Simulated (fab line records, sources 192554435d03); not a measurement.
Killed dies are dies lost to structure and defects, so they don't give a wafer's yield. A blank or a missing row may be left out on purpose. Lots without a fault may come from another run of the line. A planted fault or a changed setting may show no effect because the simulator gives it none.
A struck lot beside a sound one | flow n5_finfet | 16 steps out of a route of 1938
Sound: wafers L119.1, L119.3, L119.4. Struck: wafer L123.2. (L123.3 of the same lot was not struck and is left out.) The cause comes at the end.
At each step with rows: each side's tool, then ch and its chambers, then its first start. Under that, the readings that differ: sound wafers | struck wafers | difference of the means | sigmas: that difference in standard deviations of wafers without a fault.
alike: readings whose means differ by less than 2 such deviations, and words and numbers that are the same on both sides. not compared: withheld readings, readings that some wafer has no value for, bounds like >300 that may hide the same value, and numbers for which the record gives no deviation and whose values overlap.
The two part at a step that has a row with sigmas, a row that says differs or no value, or rows on one side only. Numbers that don't overlap but have no deviation are shown without sigmas and don't part them. A reading that every wafer of one side lacks parts them only if that side has two wafers or more.

first, 5 steps without rows for these wafers: N5_DUMMY_GATE_ETCH_29 (etches underlayer in N2/H2, target depth 13 nm); N5_DUMMY_GATE_ETCH_36 (etches SiARC in CF4, target depth 13 nm); N5_DUMMY_GATE_ETCH_37 (etches SOC in N2/H2, target depth 60 nm, overetch 30 nm); N5_DUMMY_GATE_STRIP_38 (strips in N2/H2); N5_DUMMY_GATE_STRIP_39 (strips in N2/H2).
N5_DUMMY_GATE_TRIM_49: chemistry O2, time 29 s, target cd 14 nm.
  sound on rie_si-02 ch 1,2,3, day 6 15:38; struck on rie_si-05 ch 2, day 7 10:53
  alike: drypump_motor_current_A, oes_product_au, throttle_valve_pct
  not compared: rf_hours_counter_h
N5_DUMMY_GATE_STRIP_40: strips in CF4.
  sound on rie_diel-03 ch 0,1,3, day 6 15:43; struck on rie_diel-03 ch 3, day 7 11:03
  reading                | sound       | struck | difference | sigmas
  rf_hours_counter_h (h) | 222 224 226 | 230    | +6         |
  alike: cf4_flow_sccm, drypump_motor_current_A, oes_product_au, rf_vpp_V, showerhead_plenum_p_Torr, throttle_valve_pct
N5_DUMMY_GATE_CD_MEAS_50: target cd 14 nm.
  sound on cd_sem-01, day 6 15:46; struck on cd_sem-02, day 7 11:06
  alike: cd_nm
N5_DUMMY_GATE_ETCH_31: etches SiO2 in C4F6/O2, target depth 82.5 nm, time 27.5 s.
  sound on rie_diel-04 ch 1,2,3, day 6 15:49; struck on rie_diel-03 ch 3, day 7 11:09
  reading                | sound      | struck | difference | sigmas
  rf_hours_counter_h (h) | 130 192 35 | 230    | +111       |
  alike: drypump_motor_current_A, oes_product_au, rf_vpp_V, showerhead_plenum_p_Torr, throttle_valve_pct
N5_DUMMY_GATE_STRIP_41: strips in O2.
  sound on rie_diel-04 ch 1,2,3, day 6 15:52; struck on rie_diel-03 ch 3, day 7 11:12
  reading                | sound      | struck | difference | sigmas
  rf_hours_counter_h (h) | 130 192 35 | 230    | +111       |
  alike: drypump_motor_current_A, oes_product_au, rf_vpp_V, showerhead_plenum_p_Torr, throttle_valve_pct
then, 2 steps without rows for these wafers: N5_DUMMY_GATE_HM_OPEN_21 (chemistry CH3F/O2, target SiNx, target depth 120 nm, time 171.4 s); N5_DUMMY_GATE_ETCH_32 (etches SiO2 in CF4, target depth 3.5 nm, time 3.9 s).
N5_DUMMY_GATE_ETCH_23: etches poly-Si in HBr/Cl2/O2, target depth 41 nm, time 22.3 s.
  sound on rie_si-06 ch 0,1,2, day 6 16:06; struck on rie_si-06 ch 1, day 7 11:26
  reading                  | sound             | struck | difference | sigmas
  oes_product_au (a.u.)    | 1.003 1.045 0.967 | 0.741  | -0.264     | -13
  model.etch.depth_nm (nm) | 40.98 42.13 40.01 | 26.66  | -14.38     |
  alike: HBr_flow_sccm, drypump_motor_current_A, throttle_valve_pct
  not compared: rf_hours_counter_h
N5_DUMMY_GATE_ETCH_44: etches poly-Si in HBr/O2, stops on SiO2, target depth 127.5 nm.
  sound on rie_si-06 ch 0,1,2, day 6 16:10; struck on rie_si-06 ch 1, day 7 11:29
  alike: HBr_flow_sccm, drypump_motor_current_A, oes_product_au, throttle_valve_pct
  not compared: rf_hours_counter_h
-- the record jumps here: 6 days lie between the struck wafers' starts before and after (it left off in module DUMMY_GATE and takes up again in module BEOL_M4, whose first step shown is number 1111 of the route) --
N5_BEOL_M4_RC_MEAS_101:
  sound on prober-02 ch 0, day 11 23:39; struck on prober-01 ch 0, day 13 01:23
  alike: DIBL_N, DIBL_P, IOFF_N, IOFF_P, ION_N, ION_P, SS_N, SS_P, VT_N, VT_P
-- the record jumps here: 4 days lie between the struck wafers' starts before and after (it left off in module BEOL_M4 and takes up again in module PASSIVATION, whose first step shown is number 1936 of the route) --
N5_PASSIVATION_PROBE_49:
  the record has rows for the struck wafers here (prober-01, day 17 11:47) and none for the sound ones

WHERE THEY PART
First at N5_DUMMY_GATE_ETCH_23; last, within this record, at N5_PASSIVATION_PROBE_49.

WHY: what the simulator had put in
Process parameter drift: rie_si-06, from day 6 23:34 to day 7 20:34, at N5_DUMMY_GATE_ETCH_23. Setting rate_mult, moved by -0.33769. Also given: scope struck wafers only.
